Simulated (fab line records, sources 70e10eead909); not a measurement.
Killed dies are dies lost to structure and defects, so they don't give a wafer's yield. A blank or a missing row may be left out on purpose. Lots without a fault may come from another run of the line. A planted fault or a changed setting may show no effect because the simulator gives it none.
Chamber matching | flow nand_harc | NHARC_A_STAIRCASE_ALD_420 on ald_hk-03: 4 sister chambers
The step deposits SiO2, target thk 20 nm, pulse time 6 s, ald cycles 200. 16 wafers are shown with their chamber, then 8 later ones without.

WAFERS WITH THEIR CHAMBER
wafer  | chamber | heater_power_w (W) | precursor_pulse_height_rel
L074.1 | 2       | 379                | 0.966
L074.5 | 1       | 418                | 1.012
L074.6 | 2       | 386                | 1.029
L075.2 | 3       | 475                | 1.008
L075.3 | 0       | 488                | 1.005
L075.6 | 2       | 391                | 0.970
L079.4 | 2       | 376                | 0.997
L079.5 | 1       | 419                | 1.021
L079.6 | 0       | 490                | 1.003
L076.1 | 3       | 460                | 1.000
L076.3 | 1       | 420                | 0.978
L076.4 | 2       | 391                | 1.047
L088.2 | 0       | 474                | 1.006
L088.5 | 3       | 464                | 1.030
L088.6 | 2       | 430                | 0.992
L087.4 | 0       | 486                | 1.014

SIGNATURES (means of the wafers above)
reading                    | chamber 0 | chamber 1 | chamber 2 | chamber 3 | scatter within a chamber
heater_power_w             | 484.50    | 419.00    | 392.17    | 466.33    | 13.5
precursor_pulse_height_rel | 1.00700   | 1.00367   | 1.00017   | 1.01267   | 0.0237
Rule: a wafer's distance from a chamber is the root of the sum, over the readings, of the square of ((its reading less the chamber's mean) divided by the reading's scatter). The wafer belongs to the nearest chamber; if the next one is less than 2 further off, it can't be placed. The scatter: the root of (the sum of the squares of (reading less its chamber's mean) over the shown wafers, divided by (wafers less chambers)).

WAFERS WITHOUT THEIR CHAMBER
wafer  | heater_power_w (W) | precursor_pulse_height_rel
L087.5 | 495                | 1.018
L087.6 | 423                | 0.960
L092.2 | 490                | 0.982
L092.5 | 416                | 0.999
L092.6 | 431                | 0.997
L094.1 | 463                | 1.008
L094.5 | 457                | 1.027
L094.6 | 438                | 0.984

WHICH CHAMBER EACH WENT THROUGH
wafer  | from the rows above               | in truth
L087.5 | can't be placed: 0 or 3           | 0
L087.6 | can't be placed: 1 or 2           | 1
L092.2 | can't be placed: 0 or 3           | 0
L092.5 | can't be placed: 1 or 2           | 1
L092.6 | can't be placed: 1 or 3 or 2      | 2
L094.1 | can't be placed: 3 or 0           | 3
L094.5 | can't be placed: 3 or 0           | 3
L094.6 | can't be placed: 1 or 3 or 2 or 0 | 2
Placed correctly: 0 of 8. Can't be placed from these rows: 8 (the true chamber is among the candidates in 8). Placed wrongly: 0.
